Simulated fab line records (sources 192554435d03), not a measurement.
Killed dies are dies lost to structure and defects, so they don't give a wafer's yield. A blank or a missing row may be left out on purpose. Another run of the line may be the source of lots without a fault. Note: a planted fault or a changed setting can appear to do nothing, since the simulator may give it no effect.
fab line records | flow n5-finfet
[record] lots = 9 wafers = 27 last-day = 18
route steps=1938 shown ILD0@338 SDB@360 BEOL_M4@1111 PASSIVATION@1936
lots that met no fault: taken from a fault-free run of the same line
start-h: hours from the record's opening day to when the first of the lot's shown wafers began | wait-h: hours from the lot's prior step to this one | " identical to the entry in the row above | L1.1+2: several wafers, shown together as one row | - no value, or no start given | * or withheld: withheld | < > ~ a bound
route shown NAME@n: a module of which the file shows steps, and the number in the route of the first | usual: mean and standard deviation over wafers with no fault | same: alike in all rows | chamber/n: place in a boat | sites: per-site readings | _std_site: standard deviation across them | _edge_site: the outer-site mean with the inner-site mean subtracted | radius-mm: for every site, how far away it sits from the centre of the wafer | mask NAME#n: copy n | behind: the last tool/chamber to shape the wafer | hold: reason for holding the lot/hours on hold/outcome of the hold | device: the n, p or np transistor that did not switch | end of line: at the end of the route, the tests of the same wafers | a step with no rows: only its recipe | killed: at the first sort, the dies lost to defects and structure; wafer yield is something else | map: a wafer's dies, x killed, . not, _ none there
set.NAME: the run value of the setting; set.NAME@STEP: its run value at that earlier step | model.NAME: the simulator's own value behind a step, which no gauge read
a sample of lots followed through the steps of the route, with each step as a table and each wafer as a row
services: from which hour (start-h, from the record's first day; less than 0 if before it) a tool's chamber was out of use, for how many hours, and why
[[steps]]
[step N5_ILD0_CMP_03]
[recipe] stop-on = SiNx t-overpolish-s = 1.9 post-cmp-clean = alkaline-brush down-force-psi = 4.1491 platen-rpm = 51.796 pad-velocity-m-s = 1.0306 target-thk-nm = 197.38
[usual] motor-current-A = 12.3/1.3 overpolish-run-s = 1.899/0.0081 slurry-filter-dp-kPa = 13.51/0.15 slurry-flow-ml-min = 149.9/0.4 time-to-endpoint-s = 69/4.3
// columns lot.wafer tool chamber start-h wait-h motor-current-A overpolish-run-s slurry-filter-dp-kPa slurry-flow-ml-min time-to-endpoint-s
L285.2 cmp-01 3 63.61 0.1 13.9 1.887 13.67 149.5 74
L285.6 " 1 " " 13.5 1.903 13.58 149.7 70
L285.5 " 2 " " 13.1 1.891 13.41 149.6 65
L286.1 cmp-02 3 70.32 0.1 11.7 1.890 13.55 149.8 75
L286.2 " 1 " " 10.7 1.920 13.32 150.1 71
L286.6 " 3 " " 12.0 1.904 13.47 150.0 74
L287.3 cmp-02 0 73.68 0.1 11.1 1.913 13.39 150.2 69
L287.5 " 2 " " 11.2 1.896 13.28 149.6 76
L287.6 " 3 " " 10.6 1.892 13.47 149.9 72
L289.2 cmp-02 1 85.15 0.0 10.4 1.904 13.55 150.4 69
L289.1 " 2 " " 11.6 1.907 13.32 149.8 73
L289.6 " 2 " " 10.9 1.902 13.54 149.3 70
L291.4 cmp-04 0 98.39 0.0 13.4 1.893 13.55 149.5 67
L291.3 " 3 " " 14.9 1.909 13.64 150.0 65
L291.5 " 0 " " 12.7 1.899 13.37 150.1 67
L297.3 cmp-04 1 134.50 0.1 11.2 1.911 13.50 149.7 63
L297.5 " 2 " " 13.0 1.903 13.46 150.1 66
L297.6 " 3 " " 14.2 1.897 13.45 150.4 71
L304.3 cmp-04 2 174.93 0.1 13.8 1.903 13.45 149.1 65
L304.2 " 3 " " 14.1 1.906 13.42 149.9 69
L304.4 " 0 " " 13.7 1.895 13.75 149.7 67
L307.3 cmp-01 2 193.62 0.1 13.0 1.894 13.52 151.2 69
L307.2 " 0 " " 10.6 1.909 13.73 149.4 76
L307.5 " 2 " " 12.7 1.886 13.44 150.4 67
L308.4 cmp-04 3 200.58 0.1 14.4 1.902 13.54 149.6 66
L308.1 " 0 " " 12.9 1.900 13.61 150.2 65
L308.5 " 2 " " 12.9 1.903 13.30 149.5 65
[step N5_ILD0_CMP_12]
[recipe] stop-on = poly-Si material = SiNx t-overpolish-s = 6 post-cmp-clean = alkaline-brush down-force-psi = 2.5 platen-rpm = 51.8 pad-velocity-m-s = 1.0307 target-thk-nm = 17.67
[usual] motor-current-A = 9.0/1 overpolish-run-s = 6.002/0.0093 slurry-filter-dp-kPa = 13.49/0.14 slurry-flow-ml-min = 150.0/0.47 time-to-endpoint-s = 29/3.1
// columns lot.wafer tool chamber start-h wait-h motor-current-A overpolish-run-s slurry-filter-dp-kPa slurry-flow-ml-min time-to-endpoint-s
L285.2 cmp-01 0 67.37 1.2 7.8 6.007 13.48 150.1 31
L285.6 " 2 " " 9.6 6.023 13.57 150.3 23
L285.5 " 3 " " 10.2 6.012 13.71 150.6 30
L286.1 cmp-01 0 73.97 1.3 8.2 6.011 13.29 150.4 29
L286.2 " 1 " " 8.8 6.007 13.49 149.9 25
L286.6 " 2 " " 9.3 6.016 13.23 149.1 23
L287.3 cmp-02 0 77.34 1.2 8.1 5.990 13.51 150.4 28
L287.6 " 2 " " 8.5 5.989 13.34 150.4 32
L287.5 " 3 " " 8.6 6.013 13.42 149.3 31
L289.1 cmp-02 0 88.72 1.2 8.4 5.988 13.45 150.0 26
L289.2 " 2 " " 8.4 5.994 13.34 150.3 33
L289.6 " 3 " " 8.2 5.993 13.37 150.8 33
L291.4 cmp-04 0 102.15 1.2 9.6 6.014 13.56 149.3 30
L291.3 " 2 " " 9.5 6.005 13.50 149.5 25
L291.5 " 3 " " 10.2 6.018 13.62 150.0 28
L297.3 cmp-02 1 138.10 1.2 7.6 6.004 13.40 149.8 26
L297.5 " 0 " " 8.0 6.012 13.50 149.4 28
L297.6 " 1 " " 7.8 5.992 13.60 150.4 27
L304.2 cmp-04 1 178.43 1.1 8.6 6.028 13.37 149.6 25
L304.3 " 3 " " 10.8 6.018 13.52 149.6 28
L304.4 " 0 " " 9.7 6.005 13.73 150.2 29
L307.3 cmp-04 3 197.49 1.1 10.4 6.003 13.44 149.7 30
L307.2 " 0 " " 9.4 5.991 13.33 150.0 28
L307.5 " 0 " " 9.6 5.997 13.50 150.3 28
L308.4 cmp-04 3 204.04 1.1 10.8 6.021 13.49 150.5 28
L308.1 " 0 " " 10.0 5.992 13.53 150.4 26
L308.5 " 0 " " 10.0 5.991 13.19 149.4 27
[step N5_ILD0_INSPECT_06]
[recipe] inspect-instrument = darkfield mode = post-cmp
[usual] raw-defect-count = 37/20
// columns lot.wafer tool chamber start-h wait-h raw-defect-count
L285.2 defect-inspect-01 - 67.61 0.0 47
L285.5 " - " " 25
L285.6 " - " " 33
L286.1 defect-inspect-02 - 74.21 0.0 21
L286.2 " - " " 41
L286.6 " - " " 69
L287.3 defect-inspect-02 - 77.59 0.0 28
L287.5 " - " " 38
L287.6 " - " " 19
L289.1 defect-inspect-01 - 89.01 0.0 13
L289.2 " - " " 35
L289.6 " - " " 41
L291.3 defect-inspect-01 - 102.43 0.0 10
L291.4 " - " " 29
L291.5 " - " " 20
L297.3 defect-inspect-01 - 138.38 0.0 24
L297.5 " - " " 29
L297.6 " - " " 15
L304.2 defect-inspect-02 - 178.75 0.0 103
L304.3 " - " " 93
L304.4 " - " " 31
L307.2 defect-inspect-01 - 197.82 0.0 37
L307.3 " - " " 34
L307.5 " - " " 44
L308.1 defect-inspect-02 - 204.36 0.0 51
L308.4 " - " " 20
L308.5 " - " " 11
[step N5_SDB_ETCH_17]
[recipe] chemistry = CF4 target = SiARC target-depth-a = 234 mask-material = CAR-ArF time-s = 39 ion-energy-ev = 80 pressure-mtorr = 40 source-w = 545 bias-w = 36 Ar_flow_sccm = 100 cf4-flow-sccm = 100 ends = cleared
[usual] drypump-motor-current-A = 5.8/0.61 etch-rf-on-time-s = 39.1/0.98 oes-product-au = 0.66/0.064 rf-vpp-V = 183.7/1.2 showerhead-plenum-p-Torr = 2.12/0.062 throttle-valve-pct = 15.58/0.19
// columns lot.wafer tool chamber start-h wait-h drypump-motor-current-A etch-rf-on-time-s oes-product-au rf-hours-counter-h rf-vpp-V showerhead-plenum-p-Torr throttle-valve-pct
L285.2 rie-diel-05 1 68.41 0.0 6.0 37.6 0.79 23 182.9 2.10 15.52
L285.5 " 3 " " 6.7 39.4 0.64 - 182.4 2.05 15.73
L285.6 " 2 " " 5.6 39.1 0.69 - 182.7 2.16 15.55
L286.1 rie-diel-01 3 74.70 0.0 5.9 37.7 0.61 219 185.2 2.20 15.66
L286.2 " 1 " " 5.2 39.3 0.66 137 185.4 2.13 15.75
L286.6 " 1 " " 5.2 39.1 0.66 - 184.0 2.13 15.77
L287.3 rie-diel-01 2 78.20 0.0 6.7 39.1 0.67 131 185.3 2.15 15.51
L287.5 " 1 " " 5.3 38.8 0.65 - 183.3 2.13 15.76
L287.6 " 2 " " 6.7 38.5 0.68 - 184.0 2.15 15.52
L289.1 rie-diel-01 3 89.62 0.0 5.9 37.8 0.61 224 184.3 2.20 15.64
L289.2 " 0 " " 6.2 39.0 0.60 227 182.0 2.03 15.51
L289.6 " 3 " " 5.9 37.8 0.61 - 183.8 2.19 15.66
L291.3 rie-diel-05 0 103.04 0.0 5.3 40.9 0.59 197 185.7 2.21 15.66
L291.4 " 3 " " 6.8 39.3 0.63 177 183.7 2.05 15.74
L291.5 " 1 " " 6.0 37.6 0.76 - 182.8 2.09 15.54
L297.3 rie-diel-06 2 139.09 0.0 5.3 39.4 0.73 49 182.2 2.08 15.22
L297.5 " 2 " " 5.3 39.0 0.73 - 184.5 2.08 15.23
L297.6 " 3 " " 4.8 38.1 0.68 - 183.0 2.06 15.44
L304.2 rie-diel-01 0 179.62 0.0 6.2 37.6 0.87 1 186.1 2.27 15.07
L304.3 " 1 " " 5.3 28.5 0.76 174 185.6 2.12 15.83
L304.4 " 2 " " 6.7 39.9 0.64 167 183.5 2.14 15.59
L307.2 rie-diel-06 3 198.33 0.0 4.8 38.0 0.66 142 184.3 2.05 15.50
L307.3 " 2 " " 5.3 39.5 0.70 73 183.1 2.08 15.26
L307.5 " 0 " " 6.4 39.4 0.62 - 184.1 2.05 15.82
L308.1 rie-diel-06 0 204.86 0.0 6.3 39.6 0.62 172 183.7 2.05 15.83
L308.4 " 2 " " 5.3 39.9 0.69 - 182.8 2.07 15.27
L308.5 " 0 " " 6.4 39.5 0.62 - 183.8 2.05 15.81
[step N5_BEOL_M4_RC_MEAS_101]
[usual] DIBL_N = 36.5/2 DIBL_P = 36.5/2.3 IOFF_N = 0.16/0.036 IOFF_P = 0.21/0.037 ION_N = 672/12 ION_P = 459/7.1 SS_N = 71.6/0.73 SS_P = 73.4/0.76 VT_N = 250/3.3 VT_P = -250.5/2.9
// columns lot.wafer tool chamber start-h wait-h DIBL_N[mV/V] DIBL_P[mV/V] IOFF_N[nA/um] IOFF_P[nA/um] ION_N[uA/um] ION_P[uA/um] SS_N[mV/dec] SS_P[mV/dec] VT_N[mV] VT_P[mV]
L285.2 prober-02 0 182.99 0.2 31.8 34.0 0.12 0.17 671 462 71.2 72.4 252 -250.3
L285.5 " 0 " " 33.0 34.7 0.13 0.17 659 450 70.6 72.4 254 -253.8
L285.6 " 0 " " 34.4 37.4 0.16 0.20 675 461 70.9 73.5 250 -249.8
L287.3 prober-01 0 186.54 0.3 36.6 33.7 0.13 0.17 661 458 71.9 72.1 251 -253.6
L287.5 " 0 " " 36.1 33.6 0.13 0.18 668 455 70.7 72.0 251 -250.0
L287.6 " 0 " " 38.4 36.9 0.17 0.22 687 471 72.0 73.1 245 -247.1
L286.1 prober-02 0 191.31 0.0 37.5 37.7 0.16 0.22 672 459 71.8 74.5 248 -247.8
L286.2 " 0 " " 39.7 40.1 0.20 0.25 676 464 72.6 74.9 248 -246.5
L286.6 " 0 " " 38.2 38.4 0.17 0.23 673 461 72.1 74.8 250 -249.2
L289.1 prober-01 0 199.42 0.0 40.0 39.5 0.23 0.28 695 472 72.2 74.4 246 -246.4
L289.2 " 0 " " 40.9 41.1 0.25 0.32 679 457 72.4 74.7 245 -248.5
L289.6 " 0 " " 35.9 34.9 0.14 0.19 657 451 71.0 73.1 251 -251.8
L291.3 prober-02 0 201.96 0.3 37.3 35.9 0.20 0.24 665 450 71.8 73.2 244 -250.3
L291.4 " 0 " " 36.1 35.1 0.18 0.24 679 467 71.3 73.1 249 -250.9
L291.5 " 0 " " 35.4 33.9 0.17 0.21 689 470 71.3 73.8 246 -248.8
L297.3 prober-01 0 257.46 0.3 38.3 36.8 0.19 0.25 684 464 71.7 74.4 245 -248.6
L297.5 " 0 " " 39.4 37.8 0.24 0.27 693 465 72.8 74.5 243 -247.5
L297.6 " 0 " " 38.6 37.5 0.21 0.27 680 462 72.3 74.3 247 -247.8
L304.2 prober-02 0 296.75 0.2 36.0 36.4 0.16 0.20 654 452 72.2 73.7 251 -253.1
L304.3 " 0 " " 32.4 33.5 0.12 0.16 668 463 70.2 72.5 250 -252.6
L304.4 " 0 " " 38.2 40.1 0.22 0.26 693 474 72.2 73.2 244 -248.4
L307.2 prober-01 0 309.41 0.2 38.1 41.2 0.24 0.30 691 474 72.1 73.9 243 -243.0
L307.3 " 0 " " 37.5 39.5 0.21 0.26 684 467 71.8 74.3 248 -246.6
L307.5 " 0 " " 37.7 39.4 0.21 0.26 661 449 72.3 74.0 247 -245.4
L308.1 prober-01 0 332.06 0.0 38.1 40.2 0.19 0.21 671 457 71.6 75.2 249 -250.8
L308.4 " 0 " " 39.1 40.6 0.22 0.23 682 457 72.8 74.2 246 -251.5
L308.5 " 0 " " 38.8 41.3 0.21 0.23 675 456 72.4 74.7 248 -248.9
[step N5_PASSIVATION_PROBE_49]
[usual] defect-limited-yield = 91.4/1.4 killed_at_M0_to_M3 = 33/11 killed_at_M4_up = 13/5.3 killed-at-contacts = 13/6.1 killed-at-front-end = 40/11 killed-at-other = 2.9/2.7 killed-dies = 102/17 killed-on-rim = 14/4.2 killed-open = 68/13 killed-short = 32/7.5 sort_bin_5_function = 5.1/0.98 sort_bin_6_memory = 3.2/0.69 sort-n-pass = 1077/21 sort-yield-pct = 91.3/1.7
[same] gross-dies = 1180 killed-at-back-side = 0 sort_bin_4_leakage[%] = 0 sort_bin_8_speed[%] = 0
// columns lot.wafer tool chamber start-h wait-h defect-limited-yield[%] killed_at_M0_to_M3 killed_at_M4_up killed-at-contacts killed-at-front-end killed-at-other killed-dies killed-on-rim killed-open killed-short sort_bin_5_function[%] sort_bin_6_memory[%] sort-n-pass sort-yield-pct[%]
L285.2 prober-01 - 296.84 0.1 91.1 28 12 13 47 5 105 10 65 37 5.2 3.4 1075 91.1
L285.5 prober-01 - 296.99 0.2 91.3 40 11 18 31 3 103 15 56 40 4.7 2.9 1077 91.3
L285.6 prober-01 - 297.04 0.3 90.9 37 14 11 44 1 107 12 68 39 4.9 4.0 1073 90.9
L287.3 prober-01 - 305.62 0.1 90.7 24 9 22 53 2 110 13 67 41 5.2 3.6 1070 90.7
L287.5 prober-01 - 305.72 0.2 91.2 32 10 28 31 3 104 15 68 36 6.0 2.6 1076 91.2
L287.6 prober-01 - 305.77 0.3 89.9 28 22 33 33 3 119 20 75 41 6.0 3.3 1061 89.9
L286.1 prober-02 - 309.07 0.0 89.7 41 23 18 37 3 122 24 86 33 5.9 4.2 1058 89.7
L286.2 prober-02 - 309.12 0.1 89.1 43 15 17 52 2 129 15 97 26 6.4 4.0 1051 89.1
L286.6 prober-02 - 309.32 0.3 91.0 30 15 13 37 11 106 11 76 28 5.3 3.4 1074 91.0
L289.1 prober-02 - 316.77 0.0 89.4 44 11 7 57 6 125 18 86 37 5.6 4.6 1055 89.4
L289.2 prober-02 - 316.82 0.1 94.2 22 14 7 26 0 69 10 47 20 3.3 2.0 1111 94.2
L289.6 prober-02 - 317.02 0.3 90.4 26 14 7 65 1 113 14 79 34 5.3 3.8 1067 90.4
L291.3 prober-02 - 320.54 0.1 93.5 21 11 20 24 1 77 5 52 24 3.1 3.1 1103 93.5
L291.4 prober-02 - 320.59 0.2 94.1 16 12 15 26 1 70 7 51 19 3.9 1.8 1110 94.1
L291.5 prober-02 - 320.64 0.2 94.6 18 11 9 25 1 64 9 39 25 3.2 1.9 1116 94.6
L297.3 prober-02 - 372.43 0.1 90.9 36 23 9 38 1 107 13 77 30 5.0 3.8 1073 90.9
L297.5 prober-02 - 372.53 0.2 92.7 36 12 5 29 4 86 14 53 31 4.7 2.5 1094 92.7
L297.6 prober-02 - 372.58 0.3 91.4 23 20 5 52 1 101 11 67 32 5.2 3.2 1079 91.4
L304.2 prober-01 - 414.94 0.1 94.4 17 8 7 33 1 66 8 40 26 2.9 2.5 1114 94.4
L304.3 prober-01 - 414.99 0.1 90.8 32 13 16 42 6 109 16 72 37 6.7 2.3 1071 90.8
L304.4 prober-01 - 415.04 0.2 92.6 29 11 5 38 4 87 16 55 30 5.3 1.8 1093 92.6
L307.2 prober-02 - 419.63 0.1 92.7 24 15 10 36 1 86 8 57 28 3.8 3.2 1094 92.7
L307.3 prober-02 - 419.68 0.1 90.7 32 25 14 33 6 110 11 74 34 4.7 4.6 1070 90.7
L307.5 prober-02 - 419.78 0.2 92.6 26 14 9 35 3 87 6 62 25 3.6 3.3 1093 92.6
L308.1 prober-02 - 437.13 0.0 92.2 38 10 6 35 3 92 20 56 36 4.7 2.7 1088 92.2
L308.4 prober-02 - 437.28 0.2 92.1 35 5 9 41 3 93 12 66 25 5.1 2.6 1087 92.1
L308.5 prober-02 - 437.33 0.2 91.8 29 12 13 42 1 97 14 63 32 5.4 2.5 1083 91.8
// killed by level:class
L285.2 FIN_SAQP:geometric-particle:short=21 MOL_CONTACT_COAG:geometric-particle:open=11 FIN_SAQP:geometric-particle:open=9 BEOL_M0_SAQP:geometric-particle:open=7 BEOL_M0:geometric-particle:open=7 BEOL_M3:geometric-particle:open=5 BEOL_M4:geometric-particle:open=5 STARTING-WAFER:geometric-particle:open=5
L285.5 MOL_CONTACT_COAG:geometric-particle:open=16 FIN_SAQP:geometric-particle:short=13 BEOL_M0_SAQP:geometric-particle:open=10 BEOL_M0_SAQP:geometric-particle:short=9 BEOL_M3:geometric-particle:open=8 STARTING-WAFER:geometric-particle:short=6 HKMG_FIN:area-etch=6 BEOL_M2:geometric-particle:open=5
L285.6 FIN_SAQP:geometric-particle:short=19 FIN_SAQP:geometric-particle:open=10 MOL_CONTACT_COAG:geometric-particle:open=10 BEOL_M0_SAQP:geometric-particle:short=9 BEOL_M3:geometric-particle:open=8 BEOL_M4:geometric-particle:open=7 BEOL_M0_SAQP:geometric-particle:open=7 STI_FIN_REVEAL:geometric-particle:open=5
L287.3 FIN_SAQP:geometric-particle:open=19 FIN_SAQP:geometric-particle:short=13 MOL_CONTACT_COAG:geometric-particle:open=13 MOL_CONTACT_COAG:geometric-particle:short=9 BEOL_M3:geometric-particle:open=6 BEOL_M4:geometric-particle:open=6 STARTING-WAFER:geometric-particle:open=6 BEOL_M0_SAQP:geometric-particle:short=4
L287.5 MOL_CONTACT_COAG:geometric-particle:open=22 FIN_SAQP:geometric-particle:open=10 STI_FIN_REVEAL:geometric-particle:open=9 BEOL_M0_SAQP:geometric-particle:short=7 MOL_CONTACT_COAG:geometric-particle:short=6 BEOL_M4:geometric-particle:open=6 BEOL_M0_SAQP:geometric-particle:open=5 BEOL_M0:geometric-particle:short=5
L287.6 MOL_CONTACT_COAG:geometric-particle:open=24 MOL_CONTACT_COAG:geometric-particle:short=9 BEOL_M1:geometric-particle:open=9 BEOL_M4:geometric-particle:open=9 FIN_SAQP:geometric-particle:open=8 STI_FIN_REVEAL:geometric-particle:open=5 GATE_CUT:geometric-particle:short=5 BEOL_M1:geometric-particle:short=4
L286.1 BEOL_M4:geometric-particle:open=16 MOL_CONTACT_COAG:geometric-particle:open=13 DUMMY_GATE:geometric-particle:open=12 BEOL_M0_SAQP:geometric-particle:short=11 BEOL_M3:geometric-particle:open=9 BEOL_M0_SAQP:geometric-particle:open=7 GATE_CUT:geometric-particle:short=6 STARTING-WAFER:geometric-particle:open=6
L286.2 STI_FIN_REVEAL:geometric-particle:open=14 MOL_CONTACT_COAG:geometric-particle:open=14 BEOL_M1:geometric-particle:open=12 BEOL_M0_SAQP:geometric-particle:open=11 BEOL_M4:geometric-particle:open=10 DUMMY_GATE:geometric-particle:open=9 BEOL_M2:geometric-particle:open=6 STARTING-WAFER:geometric-particle:open=6
L286.6 BEOL_M1:geometric-particle:open=10 BEOL_M4:geometric-particle:open=10 STI_FIN_REVEAL:geometric-particle:open=9 DUMMY_GATE:geometric-particle:open=9 MOL_CONTACT_COAG:geometric-particle:open=9 FIN_SAQP:geometric-particle:open=6 BEOL_M0_SAQP:geometric-particle:open=6 PASS1_CAP:geometric-particle:short=5
L289.1 BEOL_M0_SAQP:geometric-particle:open=18 STI_FIN_REVEAL:geometric-particle:open=12 FIN_SAQP:geometric-particle:short=8 BEOL_M2:geometric-particle:open=8 FIN_SAQP:geometric-particle:open=6 MOL_CONTACT_COAG:geometric-particle:open=6 BEOL_M3:geometric-particle:short=6 BEOL_M3:geometric-particle:open=6
L289.2 BEOL_M2:geometric-particle:open=8 STARTING-WAFER:geometric-particle:open=7 STI_FIN_REVEAL:geometric-particle:open=5 MOL_CONTACT_COAG:geometric-particle:open=4 BEOL_M1:geometric-particle:short=4 BEOL_M4:geometric-particle:open=4 FIN_SAQP:geometric-particle:open=3 GATE_CUT:geometric-particle:short=3
L289.6 STI_FIN_REVEAL:geometric-particle:open=21 FIN_SAQP:geometric-particle:open=11 BEOL_M4:geometric-particle:open=9 FIN_SAQP:geometric-particle:short=8 BEOL_M0_SAQP:geometric-particle:short=7 MOL_CONTACT_COAG:geometric-particle:open=6 BEOL_M0_SAQP:geometric-particle:open=6 STARTING-WAFER:geometric-particle:open=6
L291.3 MOL_CONTACT_COAG:geometric-particle:open=16 FIN_SAQP:geometric-particle:short=8 FIN_SAQP:geometric-particle:open=6 BEOL_M4:geometric-particle:open=6 BEOL_M1:geometric-particle:open=5 MOL_CONTACT_COAG:geometric-particle:short=4 BEOL_M0_SAQP:geometric-particle:short=4 BEOL_M2:geometric-particle:open=4
L291.4 MOL_CONTACT_COAG:geometric-particle:open=9 FIN_SAQP:geometric-particle:open=8 BEOL_M4:geometric-particle:open=7 MOL_CONTACT_COAG:geometric-particle:short=6 BEOL_M1:geometric-particle:open=5 GATE_CUT:geometric-particle:short=4 BEOL_M0_SAQP:geometric-particle:open=4 BEOL_M3:geometric-particle:open=3
L291.5 MOL_CONTACT_COAG:geometric-particle:open=6 GATE_CUT:geometric-particle:open=5 BEOL_M4:geometric-particle:open=5 GATE_CUT:geometric-particle:short=4 BEOL_M1:geometric-particle:open=4 MOL_CONTACT_COAG:geometric-particle:short=3 BEOL_M0_SAQP:geometric-particle:open=3 BEOL_M3:geometric-particle:open=3
L297.3 BEOL_M0_SAQP:geometric-particle:open=9 BEOL_M3:geometric-particle:open=9 FIN_SAQP:geometric-particle:open=8 DUMMY_GATE:geometric-particle:open=8 MOL_CONTACT_COAG:geometric-particle:open=8 BEOL_M0_SAQP:geometric-particle:short=7 BEOL_M4:geometric-particle:open=7 STI_FIN_REVEAL:geometric-particle:open=6
L297.5 STI_FIN_REVEAL:geometric-particle:open=9 BEOL_M0_SAQP:geometric-particle:short=9 BEOL_M3:geometric-particle:open=8 BEOL_M0_SAQP:geometric-particle:open=6 DUMMY_GATE:geometric-particle:open=5 BEOL_M4:geometric-particle:open=5 STI_FIN_REVEAL:geometric-particle:short=4 BEOL_M4:geometric-particle:short=4
L297.6 FIN_SAQP:geometric-particle:open=14 STI_FIN_REVEAL:geometric-particle:open=12 BEOL_M4:geometric-particle:open=10 FIN_SAQP:geometric-particle:short=9 BEOL_M3:geometric-particle:open=4 MOL_CONTACT_COAG:geometric-particle:open=4 ILD0:geometric-particle:short=3 BEOL_M0_SAQP:geometric-particle:open=3
L304.2 FIN_SAQP:geometric-particle:open=11 MOL_CONTACT_COAG:geometric-particle:open=7 BEOL_M0_SAQP:geometric-particle:short=7 FIN_SAQP:geometric-particle:short=6 STARTING-WAFER:geometric-particle:open=5 BEOL_M0:geometric-particle:open=4 STARTING-WAFER:geometric-particle:short=4 DUMMY_GATE:geometric-particle:open=2
L304.3 FIN_SAQP:geometric-particle:open=13 BEOL_M2:geometric-particle:open=12 MOL_CONTACT_COAG:geometric-particle:open=11 FIN_SAQP:geometric-particle:short=9 STI_FIN_REVEAL:geometric-particle:open=9 BEOL_M0_SAQP:geometric-particle:open=6 MOL_CONTACT_COAG:geometric-particle:short=5 BEOL_M1:geometric-particle:open=5
L304.4 FIN_SAQP:geometric-particle:open=14 FIN_SAQP:geometric-particle:short=8 BEOL_M1:geometric-particle:open=7 BEOL_M3:geometric-particle:open=6 STI_FIN_REVEAL:geometric-particle:open=5 MOL_CONTACT_COAG:geometric-particle:open=4 BEOL_M0_SAQP:geometric-particle:open=4 BEOL_M4:geometric-particle:open=4
L307.2 FIN_SAQP:geometric-particle:short=10 BEOL_M4:geometric-particle:open=10 FIN_SAQP:geometric-particle:open=9 MOL_CONTACT_COAG:geometric-particle:open=9 STI_FIN_REVEAL:geometric-particle:open=6 BEOL_M1:geometric-particle:open=6 BEOL_M0_SAQP:geometric-particle:short=5 BEOL_M0:geometric-particle:open=5
L307.3 MOL_CONTACT_COAG:geometric-particle:open=14 BEOL_M0_SAQP:geometric-particle:open=11 BEOL_M4:geometric-particle:open=11 FIN_SAQP:geometric-particle:open=10 BEOL_M0_SAQP:geometric-particle:short=9 FIN_SAQP:geometric-particle:short=7 STI_FIN_REVEAL:geometric-particle:open=5 BEOL_M1:geometric-particle:open=5
L307.5 BEOL_M1:geometric-particle:open=10 MOL_CONTACT_COAG:geometric-particle:open=8 FIN_SAQP:geometric-particle:open=7 FIN_SAQP:geometric-particle:short=7 BEOL_M4:geometric-particle:open=6 GATE_CUT:geometric-particle:short=6 DUMMY_GATE:geometric-particle:open=5 BEOL_M2:geometric-particle:open=4
L308.1 STI_FIN_REVEAL:geometric-particle:open=12 BEOL_M0_SAQP:geometric-particle:short=11 BEOL_M3:geometric-particle:open=10 BEOL_M0_SAQP:geometric-particle:open=7 BEOL_M4:geometric-particle:open=7 FIN_SAQP:geometric-particle:open=4 MOL_CONTACT_COAG:geometric-particle:open=4 BEOL_M1:geometric-particle:open=4
L308.4 DUMMY_GATE:geometric-particle:open=13 BEOL_M3:geometric-particle:open=12 BEOL_M1:geometric-particle:open=9 FIN_SAQP:geometric-particle:short=8 MOL_CONTACT_COAG:geometric-particle:open=8 STI_FIN_REVEAL:geometric-particle:open=6 BEOL_M0_SAQP:geometric-particle:open=5 FIN_SAQP:geometric-particle:open=3
L308.5 STI_FIN_REVEAL:geometric-particle:open=12 MOL_CONTACT_COAG:geometric-particle:open=12 FIN_SAQP:geometric-particle:short=9 BEOL_M1:geometric-particle:open=7 BEOL_M3:geometric-particle:open=6 FIN_SAQP:geometric-particle:open=5 STARTING-WAFER:geometric-particle:short=5 STI_FIN_REVEAL:geometric-particle:short=4
[[services]]
// columns tool chamber start-h hours kind
rie-diel-01 1 47.72 5.8 repair
rie-diel-06 3 48.71 11.7 repair
rie-diel-06 - 52.18 15.6 pm
cmp-04 - 73.73 4.0 pm
cmp-01 - 75.80 1.0 repair
cmp-04 - 77.73 - consumable-replace:conditioner
cmp-04 - 77.73 - consumable-replace:pad
rie-diel-06 1 78.17 4.5 repair
rie-diel-05 - 88.48 0.2 repair
cmp-01 - 94.15 9.5 pm
cmp-01 - 103.65 8.3 pm
cmp-02 - 103.74 4.0 pm
rie-diel-05 2 106.14 16.1 repair
cmp-02 - 107.74 - consumable-replace:conditioner
cmp-02 - 107.74 - consumable-replace:pad
rie-diel-05 1 116.27 3.7 repair
rie-diel-06 2 128.59 2.3 repair
rie-diel-01 0 153.21 - clean
rie-diel-05 0 156.68 4.6 repair
cmp-02 - 158.53 3.9 repair
rie-diel-06 0 176.57 2.9 repair
cmp-04 - 182.02 4.5 repair
rie-diel-01 3 183.44 7.2 repair
rie-diel-06 1 199.25 14.5 repair
[[key]]
[first-sign] step = N5_SDB_ETCH_17 reading = etch-rf-on-time-s direction = down sigmas = 11 usual = * struck = *
effect none on later readings
met-at N5_SDB_ETCH_17
struck-lots L304
struck-wafers L304.3
not-acting-at N5_ILD0_CMP_03,N5_ILD0_CMP_12,N5_ILD0_INSPECT_06
onset-between 89.62 179.62
[fault] kind = process-parameter-drift tool = rie-diel-01 chamber = - onset-h = 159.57 steps = N5_SDB_ETCH_17 channel = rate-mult offset = 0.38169 shape = step end-h = 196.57 scope = struck-wafers-only
